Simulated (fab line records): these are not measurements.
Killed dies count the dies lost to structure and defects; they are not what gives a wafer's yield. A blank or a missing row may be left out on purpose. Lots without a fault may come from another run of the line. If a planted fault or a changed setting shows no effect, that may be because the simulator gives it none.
Matching of chambers	flow nand-harc	NHARC_P_ZERO_WELL_DESCUM_39 on rie-diel-04: 4 sister chambers
The step chemistry O2, time 3 s. 14 wafers are shown with their chamber, then 7 later ones without.

== WAFERS, EACH WITH ITS CHAMBER ==
wafer	chamber	rf-vpp-V (V)	o2-flow-sccm (sccm)	chamber-pressure-mTorr (mTorr)
L330.3	1	58.0	199.7	59.97
L330.4	3	58.9	199.6	60.05
L330.6	1	56.5	200.6	59.97
L331.1	3	56.9	200.3	59.96
L331.4	1	58.4	199.6	59.98
L331.6	1	58.8	201.0	60.02
L337.1	0	56.4	200.5	59.94
L337.2	1	58.9	200.0	59.94
L337.5	2	56.6	200.0	59.94
L343.1	1	58.6	199.7	59.96
L343.3	3	57.9	200.1	60.02
L343.5	3	57.0	199.9	59.90
L350.1	1	57.8	200.4	60.00
L350.2	3	58.8	199.8	60.00

SIGNATURES (averages over the wafers above)
reading	chamber 0	chamber 1	chamber 2	chamber 3	scatter within a chamber
rf-vpp-V	56.400	58.143	56.600	57.900	0.88
o2-flow-sccm	200.500	200.143	200.000	199.940	0.448
chamber-pressure-mTorr	59.9400	59.9771	59.9400	59.9860	0.042
Rule: a wafer lies at a distance from a chamber equal to the root of the sum of squares, over the readings, of (its reading less the chamber's mean, divided by the reading's scatter). The wafer belongs to the nearest chamber; if the next one is less than 2 further off, it can't be placed. The scatter: take each reading less its chamber's mean, square it, sum over the shown wafers, divide by the number of wafers less the number of chambers, and take the root.

== WAFERS WITH NO CHAMBER GIVEN ==
wafer	rf-vpp-V (V)	o2-flow-sccm (sccm)	chamber-pressure-mTorr (mTorr)
L350.4	56.2	200.2	60.03
L352.1	58.4	199.6	59.99
L352.3	56.9	199.9	59.98
L352.4	57.7	199.5	59.96
L353.4	56.8	199.0	59.97
L353.5	59.3	200.1	60.03
L353.6	57.7	199.7	59.94

== EACH ONE'S CHAMBER ==
wafer	from the rows above	in truth
L350.4	can't be placed: 2 or 0 or 3 or 1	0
L352.1	can't be placed: 3 or 1 or 2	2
L352.3	can't be placed: 2 or 3 or 1 or 0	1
L352.4	can't be placed: 3 or 1 or 2 or 0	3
L353.4	can't be placed: 2 or 3 or 1 or 0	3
L353.5	can't be placed: 1 or 3 or 2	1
L353.6	can't be placed: 3 or 1 or 2 or 0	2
Correctly placed: 0 of 7. From these rows, 7 cannot be placed; in 7 the true chamber is one of the candidates. 0 placed wrongly.
